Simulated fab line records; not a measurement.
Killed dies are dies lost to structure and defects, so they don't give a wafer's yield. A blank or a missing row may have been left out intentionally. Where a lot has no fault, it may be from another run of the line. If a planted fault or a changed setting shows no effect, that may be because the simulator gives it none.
Matching of chambers	flow n5_finfet	N5_BEOL_M8_CMP_52 on cmp-02: 4 sister chambers
The step polishes, stops on SiCOH lowk, t overpolish 6.9 s, target thk 80 nm. 16 wafers are shown with their chamber, then 8 later ones without.

## WAFERS PAIRED WITH THEIR CHAMBERS
wafer	chamber	motor_current_A (A)	time_to_endpoint_s (s)	barrier_field_endpoint_s (s)
L075.1	3	5.5	62	29.2
L075.4	1	6.5	65	29.6
L075.6	0	6.6	68	29.3
L076.3	3	5.2	58	27.9
L076.4	1	6.4	59	28.2
L076.5	1	6.8	57	28.1
L079.1	2	5.8	66	29.1
L079.2	0	6.5	58	27.5
L079.3	3	5.3	54	27.5
L083.1	2	6.1	68	30.1
L083.3	3	5.4	59	28.7
L083.4	0	7.2	59	28.2
L085.1	0	6.7	56	27.0
L085.2	3	5.2	54	26.8
L085.3	2	6.1	66	29.0
L086.3	1	6.5	59	28.2

SIGNATURES (averages over the wafers above)
reading	chamber 0	chamber 1	chamber 2	chamber 3	scatter within a chamber
motor_current_A	6.750	6.550	6.000	5.320	0.206
time_to_endpoint_s	60.25	60.00	66.67	57.40	3.77
barrier_field_endpoint_s	28.000	28.525	29.400	28.020	0.861
Rule: for a wafer and a chamber, the distance is found by dividing, reading by reading, the gap between the wafer's reading and the chamber's mean by the reading's scatter, squaring, summing and taking the root. If the next closest chamber is less than 2 further off than the closest, the wafer can't be placed; otherwise it belongs to the closest. How the scatter is found: for the shown wafers, subtract from each reading the mean of its chamber, square and add these, divide the total by (wafers less chambers), then take the root.

## WAFERS WITHOUT THEIR CHAMBER
wafer	motor_current_A (A)	time_to_endpoint_s (s)	barrier_field_endpoint_s (s)
L086.4	5.3	55	27.9
L086.6	6.2	60	28.9
L091.1	6.0	66	29.9
L091.5	6.1	69	31.1
L091.6	5.4	59	28.1
L096.1	5.5	59	28.2
L096.4	6.7	63	30.1
L096.6	5.6	69	30.3

## CHAMBER TAKEN BY EACH
wafer	from the rows above	in truth
L086.4	3	3
L086.6	can't be placed: 1 or 2 or 0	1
L091.1	2	2
L091.5	2	2
L091.6	3	3
L096.1	3	3
L096.4	can't be placed: 1 or 0 or 2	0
L096.6	can't be placed: 2 or 3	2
Correct placement for 5 of the 8. Unplaceable from these rows: 3, with the true chamber sitting among the candidates in 3. 0 placed wrongly.
